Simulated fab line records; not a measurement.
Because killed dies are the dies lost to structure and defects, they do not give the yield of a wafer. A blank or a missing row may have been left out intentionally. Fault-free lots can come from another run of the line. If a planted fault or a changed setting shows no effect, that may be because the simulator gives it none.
fab line records	flow n5Finfet
[record] lots = 24	wafers = 72	lastDay = 17
route steps=1938 shown BEOL_M0_SAQP@667 BEOL_M0@720
lots untouched by any fault: they come from a run of this same line in which no faults occurred
startH: hours from the record's first day to the start of the lot's first wafer shown	waitH: time in hours since the lot's previous step	" same as the row above	L1.1+2: a row that stands for several wafers	- no value, or no start given	* or withheld: withheld	< > ~ a bound
route shown NAME@n: a module of which the file shows steps, and the number in the route of the first	usual: mean/standard deviation of fault-free wafers	same: alike in all rows	chamber/n: place in a boat	sites: each site's reading	_std_site: standard deviation across them	_edge_site: the outer-site mean with the inner-site mean subtracted	radiusMm: how far each site lies from the wafer's centre	mask NAME#n: copy n	behind: the last tool/chamber to shape the wafer	hold: why the lot went on hold/how many hours it stayed there/how the hold came to an end	device: transistor that didn't switch, given as n, p or np	end of line: the route-end tests of the same wafers	a step with no rows: only its recipe	killed: dies that structure and defects cost at the first sort, which is not the same as the wafer's yield	map: the dies of a wafer, with x for killed, . for not killed, _ for no die there
set.NAME: the run value of the setting; set.NAME@STEP: its run value at that earlier step	model.NAME: the simulator's own value behind a step, which no gauge read
one table for each step of the route and one row for each wafer, over a sample of lots
services: a tool's chamber out of use, with start hour (startH, from the record's first day; less than 0 if before it), hours out, and reason
[[steps]]
[step N5_BEOL_M0_SAQP_ETCH_101]
[recipe] chemistry = CH3F/O2	target = SiNx	maskMaterial = SiO2	targetDepthA = 299	timeS = 42.7	pressureMtorr = 30	sourceW = 395	biasW = 73	Ar_flow_sccm = 150	CH3F_flow_sccm = 30	O2_flow_sccm = 20	ionEnergyEv = 120
[usual] drypumpMotorCurrentA = 5.9/0.44	oesProductAu = 0.81/0.091	rfVppV = 299/3.4	showerheadPlenumPTorr = 2.01/0.078	throttleValvePct = 16.36/0.25
lot.wafer	tool	chamber	startH	waitH	drypumpMotorCurrentA	oesProductAu	rfHoursCounterH	rfVppV	showerheadPlenumPTorr	throttleValvePct
L074.3	rieDiel-03	1	106.39	0.0	5.9	0.76	138	297	2.09	16.53
L074.4	"	1	"	"	5.9	0.76	-	298	2.09	16.53
L074.5	"	3	"	"	5.4	0.68	-	302	1.98	16.74
L075.2	rieDiel-02	2	127.19	0.2	6.2	0.76	170	296	1.92	16.70
L075.3	"	3	"	"	5.6	0.68	249	294	1.89	16.61
L075.5	"	3	"	"	5.6	0.68	-	294	1.89	16.61
L076.2	rieDiel-02	2	129.09	0.2	6.2	0.76	171	295	1.92	16.70
L076.4	"	3	"	"	5.6	0.68	-	295	1.89	16.63
L076.6	"	0	"	"	6.1	0.86	-	301	2.12	16.01
L077.2	rieDiel-02	1	133.07	0.0	6.3	0.76	132	303	2.09	16.05
L077.4	"	2	"	"	6.2	0.75	-	297	1.92	16.71
L077.5	"	1	"	"	6.2	0.77	-	300	2.09	16.05
L078.3	rieDiel-02	2	133.70	0.1	6.2	0.76	173	297	1.92	16.70
L078.4	"	1	"	"	6.2	0.77	-	303	2.09	16.05
L078.5	"	2	"	"	6.2	0.76	-	298	1.92	16.69
L079.1	rieDiel-06	2	143.34	0.1	5.2	0.89	32	303	2.04	16.24
L079.2	"	0	"	"	5.9	0.68	229	293	1.98	16.55
L079.6	"	1	"	"	6.2	0.96	-	294	2.05	16.03
L080.1	rieDiel-06	0	150.84	0.1	6.0	0.67	231	294	1.98	16.56
L080.2	"	3	"	"	5.9	0.84	77	295	2.11	16.06
L080.5	"	0	"	"	6.0	0.68	-	292	1.98	16.55
L081.2	rieDiel-03	1	157.56	0.4	5.9	0.75	157	299	2.08	16.57
L081.3	"	3	"	"	5.4	0.68	243	303	1.98	16.78
L081.4	"	0	"	"	6.6	0.91	13	301	1.96	16.20
L082.1	rieDiel-03	3	158.31	0.0	5.4	0.67	244	304	1.98	16.79
L082.3	"	2	"	"	5.3	0.77	138	296	1.92	16.42
L082.6	"	0	"	"	6.6	0.90	-	303	1.96	16.20
L083.2	rieDiel-03	3	163.56	0.3	5.3	0.67	246	301	1.98	16.80
L083.3	"	1	"	"	5.9	0.74	159	299	2.08	16.57
L083.6	"	3	"	"	5.3	0.67	-	302	1.97	16.78
L084.2	rieDiel-02	2	168.58	0.0	6.2	0.75	184	295	1.91	16.72
L084.3	"	3	"	"	5.6	0.99	4	300	2.14	16.16
L084.6	"	3	"	"	5.6	0.98	-	300	2.14	16.19
L085.1	rieDiel-06	2	178.27	0.0	5.2	0.87	42	304	2.04	16.28
L085.4	"	0	"	"	6.0	0.67	239	293	1.97	16.56
L085.5	"	1	"	"	6.1	0.92	-	295	2.05	16.03
L086.4	rieDiel-02	2	184.49	0.1	6.2	0.74	190	294	1.91	16.74
L086.5	"	1	"	"	6.2	0.75	-	302	2.08	16.09
L086.6	"	0	"	"	6.0	0.84	-	299	2.11	16.05
L087.3	rieDiel-03	1	193.06	0.0	5.9	0.74	171	297	2.08	16.60
L087.4	"	0	"	"	6.6	0.89	-	301	1.96	16.22
L087.6	"	2	"	"	5.3	0.75	-	297	1.92	16.44
L088.1	rieDiel-06	1	200.48	0.0	6.1	0.91	24	293	2.05	16.04
L088.4	"	3	"	"	5.8	0.83	88	294	2.10	16.06
L088.6	"	2	"	"	5.2	0.87	-	303	2.04	16.28
L089.1	rieDiel-03	0	204.21	0.0	6.7	0.88	31	303	1.96	16.23
L089.2	"	3	"	"	5.3	0.98	3	302	1.97	16.31
L089.4	"	2	"	"	5.3	0.74	155	296	1.92	16.45
L090.2	rieDiel-03	3	209.45	0.0	5.3	0.97	4	302	1.97	16.33
L090.3	"	0	"	"	6.6	0.88	32	304	1.96	16.23
L090.5	"	0	"	"	6.6	0.88	-	302	1.96	16.24
L091.1	rieDiel-03	0	215.83	0.1	6.7	0.88	34	302	1.96	16.25
L091.3	"	2	"	"	5.3	0.73	158	297	1.91	16.46
L091.6	"	1	"	"	6.0	0.72	-	297	2.08	16.60
L092.3	rieDiel-03	2	219.35	0.1	5.3	0.75	159	296	1.91	16.46
L092.5	"	2	"	"	5.3	0.75	-	298	1.91	16.45
L092.6	"	3	"	"	5.4	0.96	-	303	1.97	16.33
L093.2	rieDiel-02	2	223.18	0.1	6.2	0.73	203	296	1.91	16.76
L093.4	"	0	"	"	6.0	0.82	84	301	2.11	16.07
L093.6	"	0	"	"	6.1	0.81	-	301	2.11	16.09
L094.1	rieDiel-06	3	227.50	0.0	5.8	0.82	95	294	2.10	16.11
L094.5	"	1	"	"	6.1	0.91	-	293	2.05	16.07
L094.6	"	0	"	"	5.9	0.66	-	293	1.97	16.58
L095.2	rieDiel-03	1	233.04	0.0	5.9	0.72	183	300	2.08	16.63
L095.4	"	0	"	"	6.6	0.86	38	302	1.96	16.24
L095.6	"	2	"	"	5.3	0.74	-	297	1.91	16.47
L096.1	rieDiel-03	0	242.24	0.0	6.6	0.86	41	302	1.95	16.25
L096.2	"	2	"	"	5.3	0.74	166	297	1.91	16.47
L096.6	"	2	"	"	5.3	0.74	-	295	1.91	16.46
L097.2	rieDiel-02	0	252.14	0.2	6.0	0.80	94	300	2.10	16.07
L097.3	"	3	"	"	5.5	0.90	34	299	2.13	16.22
L097.5	"	2	"	"	6.2	0.73	-	296	1.90	16.78
[step N5_BEOL_M0_SAQP_ETCH_102]
[recipe] chemistry = CF4	target = SiO2	targetDepthA = 40	ionEnergyEv = 350	timeS = 4.4	pressureMtorr = 10	icpW = 800	biasW = 400	cf4FlowSccm = 80
[usual] drypumpMotorCurrentA = 5.7/0.43	oesProductAu = 0.994/0.019	throttleValvePct = 21.71/0.18
lot.wafer	tool	chamber	startH	waitH	drypumpMotorCurrentA	oesProductAu	rfHoursCounterH	throttleValvePct
L074.3	rieSi-01	3	106.50	0.1	5.9	0.968	197	21.48
L074.4	"	1	"	"	5.2	0.965	126	21.92
L074.5	"	0	"	"	5.0	1.013	-	21.78
L075.2	rieSi-05	1	127.29	0.1	5.4	1.012	29	21.62
L075.3	"	0	"	"	5.7	0.985	15	21.39
L075.5	"	3	"	"	5.8	0.993	-	21.87
L076.2	rieSi-05	1	129.19	0.1	5.4	0.997	29	21.60
L076.4	"	3	"	"	5.8	0.979	22	21.88
L076.6	"	1	"	"	5.4	0.994	-	21.61
L077.2	rieSi-05	3	133.18	0.1	5.8	0.999	23	21.87
L077.4	"	0	"	"	5.6	0.988	15	21.40
L077.5	"	0	"	"	5.6	0.978	-	21.41
L078.3	rieSi-06	3	133.81	0.1	5.4	0.965	87	22.16
L078.4	"	1	"	"	5.7	1.005	34	21.81
L078.5	"	0	"	"	6.3	0.986	-	21.82
L079.1	rieSi-05	0	143.44	0.1	5.6	0.987	15	21.38
L079.2	"	2	"	"	5.9	0.969	69	21.72
L079.6	"	1	"	"	5.4	1.001	-	21.61
L080.1	rieSi-05	2	150.95	0.1	5.9	0.976	70	21.71
L080.2	"	0	"	"	5.7	0.985	15	21.40
L080.5	"	1	"	"	5.4	1.002	-	21.60
L081.2	rieSi-01	3	157.67	0.1	5.9	1.006	0	21.53
L081.3	"	1	"	"	5.2	0.970	127	21.94
L081.4	"	3	"	"	5.9	1.002	-	21.54
L082.1	rieSi-01	3	158.42	0.1	5.9	1.007	0	21.54
L082.3	"	1	"	"	5.2	0.977	127	21.93
L082.6	"	3	"	"	5.9	1.019	-	21.54
L083.2	rieSi-05	2	163.67	0.1	5.9	0.968	70	21.71
L083.3	"	3	"	"	5.8	0.981	23	21.86
L083.6	"	3	"	"	5.8	0.982	-	21.86
L084.2	rieSi-01	2	168.69	0.1	6.3	1.016	1	21.73
L084.3	"	3	"	"	5.9	1.006	0	21.53
L084.6	"	2	"	"	6.3	1.011	-	21.72
L085.1	rieSi-06	3	178.38	0.1	5.4	0.964	88	22.16
L085.4	"	2	"	"	5.7	0.964	12	21.53
L085.5	"	2	"	"	5.7	0.973	-	21.52
L086.4	rieSi-01	2	184.60	0.1	6.3	1.002	2	21.74
L086.5	"	0	"	"	5.0	1.037	-	21.62
L086.6	"	1	"	"	5.1	0.974	-	21.93
L087.3	rieSi-01	1	193.16	0.1	5.2	0.965	128	21.92
L087.4	"	2	"	"	6.3	1.008	2	21.73
L087.6	"	2	"	"	6.3	1.007	-	21.72
L088.1	rieSi-01	0	200.59	0.1	5.0	1.021	0	21.60
L088.4	"	1	"	"	5.2	0.974	128	21.93
L088.6	"	3	"	"	5.9	0.994	-	21.51
L089.1	rieSi-06	1	204.31	0.1	5.7	1.005	36	21.82
L089.2	"	2	"	"	5.7	0.970	12	21.52
L089.4	"	1	"	"	5.7	1.004	-	21.83
L090.2	rieSi-01	2	209.56	0.1	6.3	1.003	2	21.73
L090.3	"	0	"	"	5.0	1.029	1	21.61
L090.5	"	1	"	"	5.1	0.962	-	21.92
L091.1	rieSi-01	2	215.94	0.1	6.3	1.007	2	21.70
L091.3	"	3	"	"	5.9	0.997	1	21.54
L091.6	"	2	"	"	6.3	1.012	-	21.72
L092.3	rieSi-05	3	219.46	0.1	5.8	0.992	24	21.87
L092.5	"	3	"	"	5.8	0.997	-	21.88
L092.6	"	2	"	"	5.9	0.974	-	21.72
L093.2	rieSi-06	2	223.29	0.1	5.7	0.991	13	21.52
L093.4	"	3	"	"	5.4	0.963	88	22.17
L093.6	"	2	"	"	5.7	0.980	-	21.54
L094.1	rieSi-01	2	227.60	0.1	6.3	1.006	2	21.72
L094.5	"	1	"	"	5.1	0.973	-	21.93
L094.6	"	2	"	"	6.3	1.005	-	21.72
L095.2	rieSi-01	0	233.14	0.1	5.0	1.017	1	21.62
L095.4	"	3	"	"	5.9	1.000	2	21.54
L095.6	"	0	"	"	5.0	1.026	-	21.63
L096.1	rieSi-01	1	242.34	0.1	5.2	0.977	129	21.93
L096.2	"	3	"	"	5.9	1.001	2	21.53
L096.6	"	3	"	"	5.9	1.008	-	21.53
L097.2	rieSi-01	3	252.24	0.1	5.9	1.005	2	21.53
L097.3	"	2	"	"	6.3	1.014	3	21.72
L097.5	"	2	"	"	6.3	1.010	-	21.72
[step N5_BEOL_M0_SAQP_RECESS_109]
[recipe] chemistry = HF/NH3	target = SiO2	targetDepthA = 30	afsCycles = 1	tempC = 30	sublimationTempC = 180	sublimationTimeS = 60
[usual] drypumpMotorCurrentA = 5.7/0.39
lot.wafer	tool	chamber	startH	waitH	drypumpMotorCurrentA
L074.3	vaporEtch-02	1	107.26	0.1	5.3
L074.4	"	0	"	"	5.3
L074.5	"	0	"	"	5.3
L075.2	vaporEtch-02	1	128.02	0.0	5.4
L075.3	"	1	"	"	5.3
L075.5	"	0	"	"	5.4
L076.2	vaporEtch-02	0	129.96	0.0	5.3
L076.4	"	1	"	"	5.3
L076.6	"	1	"	"	5.3
L077.2	vaporEtch-02	1	134.01	0.2	5.3
L077.4	"	0	"	"	5.3
L077.5	"	0	"	"	5.4
L078.3	vaporEtch-01	0	134.78	0.1	6.2
L078.4	"	1	"	"	5.9
L078.5	"	0	"	"	6.2
L079.1	vaporEtch-02	1	144.33	0.0	5.3
L079.2	"	0	"	"	5.3
L079.6	"	1	"	"	5.3
L080.1	vaporEtch-01	0	151.71	0.0	6.3
L080.2	"	1	"	"	5.9
L080.5	"	1	"	"	5.9
L081.2	vaporEtch-01	0	158.40	0.0	6.2
L081.3	"	1	"	"	5.9
L081.4	"	0	"	"	6.2
L082.1	vaporEtch-01	0	159.14	0.0	6.2
L082.3	"	0	"	"	6.3
L082.6	"	0	"	"	6.3
L083.2	vaporEtch-01	0	164.40	0.0	6.3
L083.3	"	0	"	"	6.3
L083.6	"	1	"	"	5.9
L084.2	vaporEtch-02	0	169.41	0.0	5.3
L084.3	"	1	"	"	5.3
L084.6	"	1	"	"	5.4
L085.1	vaporEtch-01	1	179.21	0.2	5.9
L085.4	"	1	"	"	5.9
L085.5	"	1	"	"	5.9
L086.4	vaporEtch-01	1	185.38	0.1	5.9
L086.5	"	0	"	"	6.2
L086.6	"	1	"	"	5.9
L087.3	vaporEtch-01	1	193.93	0.1	5.9
L087.4	"	0	"	"	6.2
L087.6	"	0	"	"	6.3
L088.1	vaporEtch-01	1	201.46	0.0	5.9
L088.4	"	1	"	"	5.9
L088.6	"	1	"	"	5.9
L089.1	vaporEtch-02	1	205.08	0.0	5.3
L089.2	"	0	"	"	5.3
L089.4	"	1	"	"	5.3
L090.2	vaporEtch-02	1	210.28	0.0	5.4
L090.3	"	0	"	"	5.3
L090.5	"	0	"	"	5.3
L091.1	vaporEtch-02	1	216.66	0.0	5.4
L091.3	"	1	"	"	5.4
L091.6	"	1	"	"	5.4
L092.3	vaporEtch-01	1	220.24	0.1	5.9
L092.5	"	1	"	"	5.9
L092.6	"	0	"	"	6.3
L093.2	vaporEtch-01	1	224.01	0.0	5.9
L093.4	"	1	"	"	5.9
L093.6	"	1	"	"	5.9
L094.1	vaporEtch-01	1	228.32	0.0	5.9
L094.5	"	0	"	"	6.3
L094.6	"	1	"	"	5.9
L095.2	vaporEtch-01	0	233.91	0.0	6.3
L095.4	"	0	"	"	6.3
L095.6	"	1	"	"	5.9
L096.1	vaporEtch-02	0	243.12	0.0	5.3
L096.2	"	1	"	"	5.3
L096.6	"	0	"	"	5.3
L097.2	vaporEtch-02	0	253.14	0.0	5.3
L097.3	"	1	"	"	5.3
L097.5	"	1	"	"	5.3
[step N5_BEOL_M0_SAQP_SPACER2_ALD_26]
[recipe] material = SiO2	targetThkA = 150	tempC = 300	aldPrecursorFamily = BDEAS	aldCoReactant = O2-plasma	pulseTimeS = 1	purgeTimeS = 2	coReactantPurgeTimeS = 2	pressureTorr = 2
[usual] chamberPressureTorr = 2.000/0.0042	heaterPowerOuterW = 257/23	heaterPowerW = 461/33	precursorPulseHeightRel = 0.997/0.019
[same] purgeTimeS = 2
lot.wafer	tool	chamber	startH	waitH	chamberPressureTorr	heaterPowerOuterW	heaterPowerW	precursorPulseHeightRel
L074.3	aldSin-03	3	107.37	0.1	1.997	301	561	1.003
L074.4	"	0	"	"	2.000	217	432	0.998
L074.5	"	0	"	"	1.996	220	439	0.987
L075.2	aldSin-01	3	128.16	0.1	2.002	232	408	0.996
L075.3	"	0	"	"	1.995	252	467	0.993
L075.5	"	0	"	"	1.997	245	464	1.016
L076.2	aldSin-01	0	132.09	2.1	1.999	244	457	0.981
L076.4	"	2	"	"	1.998	261	479	1.031
L076.6	"	1	"	"	2.002	279	442	0.972
L077.2	aldSin-01	1	134.15	0.1	1.997	274	452	0.982
L077.4	"	2	"	"	1.999	261	481	0.986
L077.5	"	0	"	"	1.999	247	457	0.957
L078.3	aldSin-01	2	135.20	0.4	1.999	256	488	0.995
L078.4	"	1	"	"	2.000	270	440	1.002
L078.5	"	3	"	"	2.002	231	417	0.995
L079.1	aldSin-01	1	144.47	0.1	2.002	267	444	1.019
L079.2	"	3	"	"	1.998	231	393	1.000
L079.6	"	1	"	"	1.999	275	447	1.004
L080.1	aldSin-01	0	151.85	0.1	1.998	248	460	1.005
L080.2	"	3	"	"	1.994	235	404	0.998
L080.5	"	3	"	"	1.993	231	408	1.020
L081.2	aldSin-02	3	158.55	0.1	2.003	234	437	0.999
L081.3	"	1	"	"	2.000	255	475	1.022
L081.4	"	2	"	"	2.001	268	476	1.001
L082.1	aldSin-01	0	159.28	0.1	1.999	247	457	1.010
L082.3	"	3	"	"	2.002	225	410	1.007
L082.6	"	3	"	"	2.007	226	410	1.003
L083.2	aldSin-02	0	164.54	0.1	2.002	266	472	0.997
L083.3	"	1	"	"	2.007	253	481	0.980
L083.6	"	3	"	"	1.996	238	448	1.017
L084.2	aldSin-03	2	169.56	0.1	1.993	274	478	0.969
L084.3	"	3	"	"	2.005	311	566	0.959
L084.6	"	1	"	"	1.994	298	490	0.973
L085.1	aldSin-03	2	181.07	1.8	2.001	268	486	1.049
L085.4	"	1	"	"	2.002	303	486	0.997
L085.5	"	1	"	"	2.003	308	475	0.951
L086.4	aldSin-01	0	186.86	1.4	2.004	249	462	1.000
L086.5	"	1	"	"	2.002	275	451	0.986
L086.6	"	2	"	"	2.000	260	491	1.008
L087.3	aldSin-01	3	194.03	0.1	1.999	228	418	0.995
L087.4	"	1	"	"	2.006	274	454	1.026
L087.6	"	0	"	"	1.998	246	468	1.015
L088.1	aldSin-02	2	201.61	0.1	2.006	258	453	1.001
L088.4	"	1	"	"	1.997	242	472	0.995
L088.6	"	1	"	"	1.999	249	464	0.984
L089.1	aldSin-02	1	205.22	0.1	1.996	247	469	1.007
L089.2	"	2	"	"	1.999	255	446	1.021
L089.4	"	0	"	"	2.007	267	482	0.975
L090.2	aldSin-03	2	210.42	0.1	2.002	269	480	0.976
L090.3	"	1	"	"	2.001	307	490	1.011
L090.5	"	0	"	"	2.001	221	429	0.994
L091.1	aldSin-01	0	217.20	0.5	1.992	249	445	1.026
L091.3	"	3	"	"	2.000	229	418	0.962
L091.6	"	3	"	"	1.999	232	410	1.034
L092.3	aldSin-03	0	220.34	0.1	2.005	226	432	0.980
L092.5	"	0	"	"	2.002	223	435	0.994
L092.6	"	3	"	"	2.000	311	569	0.997
L093.2	aldSin-02	1	224.15	0.1	2.003	246	462	1.017
L093.4	"	3	"	"	1.995	231	444	0.968
L093.6	"	3	"	"	2.005	227	440	0.990
L094.1	aldSin-02	2	228.58	0.2	2.003	256	452	1.011
L094.5	"	0	"	"	2.001	275	483	0.999
L094.6	"	3	"	"	2.007	229	445	0.996
L095.2	aldSin-01	1	234.05	0.1	2.003	266	443	1.007
L095.4	"	2	"	"	2.007	254	486	0.999
L095.6	"	2	"	"	2.008	263	480	0.968
L096.1	aldSin-02	2	243.27	0.1	1.996	261	459	0.999
L096.2	"	0	"	"	1.991	274	496	1.001
L096.6	"	1	"	"	1.995	252	461	1.009
L097.2	aldSin-01	2	253.28	0.1	2.003	265	482	0.997
L097.3	"	1	"	"	1.997	276	447	0.981
L097.5	"	1	"	"	1.995	274	450	1.005
[step N5_BEOL_M0_SAQP_INSPECT_42]
[recipe] mode = adi	inspectInstrument = brightfield
[usual] rawDefectCount = 275/76
lot.wafer	tool	chamber	startH	waitH	rawDefectCount
L074.3	defectInspect-01	-	108.51	0.0	205
L074.4	"	-	"	"	184
L074.5	"	-	"	"	185
L075.2	defectInspect-02	-	129.38	0.0	228
L075.3	"	-	"	"	380
L075.5	"	-	"	"	347
L076.2	defectInspect-01	-	133.24	0.0	187
L076.4	"	-	"	"	341
L076.6	"	-	"	"	237
L077.2	defectInspect-02	-	135.30	0.0	325
L077.4	"	-	"	"	294
L077.5	"	-	"	"	348
L078.3	defectInspect-01	-	136.34	0.0	315
L078.4	"	-	"	"	452
L078.5	"	-	"	"	326
L079.1	defectInspect-01	-	145.77	0.1	226
L079.2	"	-	"	"	261
L079.6	"	-	"	"	240
L080.1	defectInspect-02	-	153.12	0.1	430
L080.2	"	-	"	"	288
L080.5	"	-	"	"	416
L081.2	defectInspect-01	-	159.69	0.0	187
L081.3	"	-	"	"	205
L081.4	"	-	"	"	241
L082.1	defectInspect-02	-	160.54	0.1	339
L082.3	"	-	"	"	236
L082.6	"	-	"	"	263
L083.2	defectInspect-02	-	165.81	0.0	369
L083.3	"	-	"	"	328
L083.6	"	-	"	"	551
L084.2	defectInspect-01	-	170.70	0.0	273
L084.3	"	-	"	"	216
L084.6	"	-	"	"	322
L085.1	defectInspect-02	-	182.25	0.1	243
L085.4	"	-	"	"	206
L085.5	"	-	"	"	221
L086.4	defectInspect-01	-	188.50	0.0	251
L086.5	"	-	"	"	286
L086.6	"	-	"	"	209
L087.3	defectInspect-01	-	195.18	0.0	188
L087.4	"	-	"	"	274
L087.6	"	-	"	"	181
L088.1	defectInspect-02	-	202.75	0.1	269
L088.4	"	-	"	"	248
L088.6	"	-	"	"	250
L089.1	defectInspect-02	-	206.50	0.1	156
L089.2	"	-	"	"	177
L089.4	"	-	"	"	317
L090.2	defectInspect-01	-	211.69	0.0	378
L090.3	"	-	"	"	385
L090.5	"	-	"	"	241
L091.1	defectInspect-01	-	218.37	0.1	445
L091.3	"	-	"	"	262
L091.6	"	-	"	"	221
L092.3	defectInspect-02	-	221.52	0.0	218
L092.5	"	-	"	"	130
L092.6	"	-	"	"	284
L093.2	defectInspect-01	-	225.29	0.0	309
L093.4	"	-	"	"	184
L093.6	"	-	"	"	253
L094.1	defectInspect-01	-	229.73	0.1	214
L094.5	"	-	"	"	291
L094.6	"	-	"	"	190
L095.2	defectInspect-01	-	235.24	0.0	209
L095.4	"	-	"	"	356
L095.6	"	-	"	"	301
L096.1	defectInspect-02	-	244.47	0.1	201
L096.2	"	-	"	"	272
L096.6	"	-	"	"	150
L097.2	defectInspect-01	-	254.48	0.0	330
L097.3	"	-	"	"	298
L097.5	"	-	"	"	361
[step N5_BEOL_M0_ETCH_128]
[recipe] chemistry = CF4/N2	targetDepthA = 120	overetchA = 51	target = SiCN	timeS = 21.4	ionEnergyEv = 150	pressureMtorr = 40	sourceW = 430	biasW = 70	Ar_flow_sccm = 100	cf4FlowSccm = 60	n2FlowSccm = 60
[usual] drypumpMotorCurrentA = 5.9/0.48	oesProductAu = 0.54/0.052	rfVppV = 382.6/1.8	showerheadPlenumPTorr = 2.22/0.067	throttleValvePct = 15.41/0.23
lot.wafer	tool	chamber	startH	waitH	drypumpMotorCurrentA	oesProductAu	rfHoursCounterH	rfVppV	showerheadPlenumPTorr	throttleValvePct
L074.3	rieDiel-05	0	115.12	1.6	5.6	0.59	61	380.8	2.15	15.22
L074.4	"	3	"	"	5.5	0.55	100	385.3	2.32	15.50
L074.5	"	2	"	"	6.6	0.56	-	381.1	2.22	15.39
L075.2	rieDiel-04	0	135.55	0.0	6.6	0.50	210	380.4	2.10	15.28
L075.3	"	3	"	"	5.7	0.50	177	383.8	2.29	15.23
L075.5	"	3	"	"	5.6	0.51	-	384.5	2.29	15.23
L076.2	rieDiel-05	0	136.81	0.0	5.6	0.57	70	382.0	2.15	15.24
L076.4	"	2	"	"	6.6	0.55	128	382.4	2.22	15.42
L076.6	"	2	"	"	6.6	0.55	-	381.1	2.22	15.42
L077.2	rieDiel-01	2	139.99	0.5	6.6	0.49	191	382.0	2.19	15.46
L077.4	"	0	"	"	5.5	0.62	44	382.7	2.25	15.64
L077.5	"	0	"	"	5.5	0.62	-	382.8	2.25	15.61
L078.3	rieDiel-04	2	140.08	0.6	5.7	0.47	235	384.4	2.27	15.33
L078.4	"	3	"	"	5.7	0.50	178	382.7	2.29	15.23
L078.5	"	2	"	"	5.7	0.47	-	384.7	2.27	15.31
L079.1	rieDiel-05	1	148.25	0.3	6.3	0.48	242	382.3	2.27	15.57
L079.2	"	3	"	"	5.6	0.55	114	383.5	2.32	15.51
L079.6	"	2	"	"	6.6	0.54	-	384.8	2.21	15.42
L080.1	rieDiel-04	3	155.46	0.1	5.7	0.50	185	384.3	2.28	15.25
L080.2	"	1	"	"	5.7	0.54	121	382.4	2.21	15.64
L080.5	"	2	"	"	5.7	0.48	-	383.4	2.26	15.34
L082.1	rieDiel-01	1	164.16	0.3	6.6	0.59	58	382.7	2.24	15.65
L082.3	"	0	"	"	5.5	0.61	53	385.0	2.24	15.63
L082.6	"	3	"	"	5.1	0.50	-	380.1	2.10	15.51
L081.2	rieDiel-04	0	168.26	0.0	6.6	0.48	223	379.3	2.09	15.31
L081.3	"	2	"	"	5.7	0.46	246	385.2	2.26	15.35
L081.4	"	2	"	"	5.7	0.47	-	384.2	2.26	15.35
L083.2	rieDiel-05	0	169.51	0.8	5.6	0.57	83	379.4	2.14	15.28
L083.3	"	3	"	"	5.5	0.55	121	382.8	2.31	15.55
L083.6	"	0	"	"	5.6	0.58	-	380.8	2.14	15.27
L084.2	rieDiel-01	0	175.76	0.5	5.5	0.60	58	383.9	2.24	15.67
L084.3	"	2	"	"	6.6	0.48	205	382.8	2.19	15.49
L084.6	"	3	"	"	5.1	0.50	-	380.1	2.09	15.53
L085.1	rieDiel-05	2	185.10	0.0	6.6	0.53	150	383.0	2.21	15.45
L085.4	"	0	"	"	5.6	0.57	-	381.0	2.14	15.28
L085.5	"	2	"	"	6.6	0.53	-	381.4	2.21	15.46
L086.4	rieDiel-05	0	196.88	0.9	5.6	0.55	93	381.5	2.14	15.30
L086.5	"	3	"	"	5.5	0.53	-	385.5	2.31	15.56
L086.6	"	2	"	"	6.6	0.53	-	382.1	2.21	15.48
L087.3	rieDiel-04	3	198.28	0.1	5.7	0.49	201	384.5	2.28	15.27
L087.4	"	0	"	"	6.6	0.48	239	380.5	2.09	15.36
L087.6	"	3	"	"	5.7	0.49	-	384.5	2.28	15.27
L088.1	rieDiel-04	1	205.96	0.7	5.7	0.53	143	382.4	2.21	15.69
L088.4	"	3	"	"	5.7	0.50	204	383.8	2.28	15.28
L088.6	"	1	"	"	5.7	0.53	-	382.0	2.21	15.68
L089.1	rieDiel-04	1	210.98	0.0	5.7	0.54	145	382.4	2.20	15.70
L089.2	"	3	"	"	5.6	0.49	206	384.2	2.28	15.27
L089.4	"	3	"	"	5.6	0.50	-	383.3	2.28	15.28
L090.2	rieDiel-05	1	216.42	0.0	6.3	0.64	12	383.3	2.26	15.08
L090.3	"	0	"	"	5.6	0.55	102	380.4	2.14	15.31
L090.5	"	2	"	"	6.6	0.51	-	382.4	2.20	15.52
L091.1	rieDiel-04	2	222.36	0.0	5.7	0.62	11	383.8	2.26	14.91
L091.3	"	3	"	"	5.7	0.49	211	384.2	2.27	15.31
L091.6	"	1	"	"	5.7	0.52	-	382.0	2.20	15.70
L092.3	rieDiel-01	2	226.03	0.6	6.6	0.48	213	382.9	2.19	15.49
L092.5	"	1	"	"	6.6	0.58	-	383.2	2.24	15.69
L092.6	"	0	"	"	5.5	0.59	-	381.7	2.24	15.69
L093.2	rieDiel-04	1	228.89	0.3	5.7	0.52	151	382.5	2.20	15.71
L093.4	"	1	"	"	5.7	0.52	-	381.3	2.20	15.70
L093.6	"	3	"	"	5.7	0.49	-	382.8	2.27	15.29
L094.1	rieDiel-01	0	232.14	0.0	5.5	0.58	69	382.2	2.24	15.69
L094.5	"	3	"	"	5.1	0.48	-	379.4	2.09	15.54
L094.6	"	2	"	"	6.6	0.48	-	381.1	2.19	15.50
L095.2	rieDiel-04	2	238.32	0.1	5.8	0.61	17	384.8	2.25	14.91
L095.4	"	3	"	"	5.7	0.49	-	385.2	2.27	15.30
L095.6	"	1	"	"	5.7	0.52	-	381.5	2.20	15.71
L096.1	rieDiel-04	2	247.48	0.1	5.8	0.61	22	383.3	2.25	14.93
L096.2	"	3	"	"	5.6	0.49	222	383.8	2.27	15.32
L096.6	"	3	"	"	5.7	0.50	-	384.1	2.27	15.32
L097.2	rieDiel-04	3	260.66	0.4	5.6	0.48	228	383.2	2.27	15.32
L097.3	"	0	"	"	6.6	0.66	1	385.2	2.35	14.86
L097.5	"	3	"	"	5.6	0.47	-	383.9	2.27	15.32
[[services]]
tool	chamber	startH	hours	kind
rieDiel-01	-	88.48	28.1	pm
rieDiel-06	0	88.86	4.1	repair
rieDiel-04	-	101.30	0.5	repair
aldSin-03	-	112.71	2.8	pm
rieDiel-02	1	113.73	15.6	repair
rieDiel-06	2	117.42	1.2	repair
rieDiel-05	2	119.71	1.5	repair
rieSi-01	2	139.12	2.8	repair
aldSin-01	1	145.72	3.2	repair
vaporEtch-01	-	146.91	0.5	repair
rieDiel-02	3	153.75	1.5	repair
rieDiel-04	1	160.26	9.4	repair
rieDiel-03	3	164.52	1.7	repair
aldSin-02	-	176.75	14.0	pm
rieDiel-06	-	179.18	14.6	pm
rieSi-05	-	183.76	15.6	pm
rieDiel-02	0	201.01	9.1	repair
rieDiel-04	2	210.03	5.3	repair
vaporEtch-01	0	210.87	0.9	repair
rieSi-05	1	217.03	14.9	repair
rieDiel-04	1	217.31	5.0	repair
rieDiel-02	2	223.76	6.1	repair
vaporEtch-02	-	236.54	2.8	pm
rieDiel-02	2	237.18	4.4	repair
[[key]]
fault none
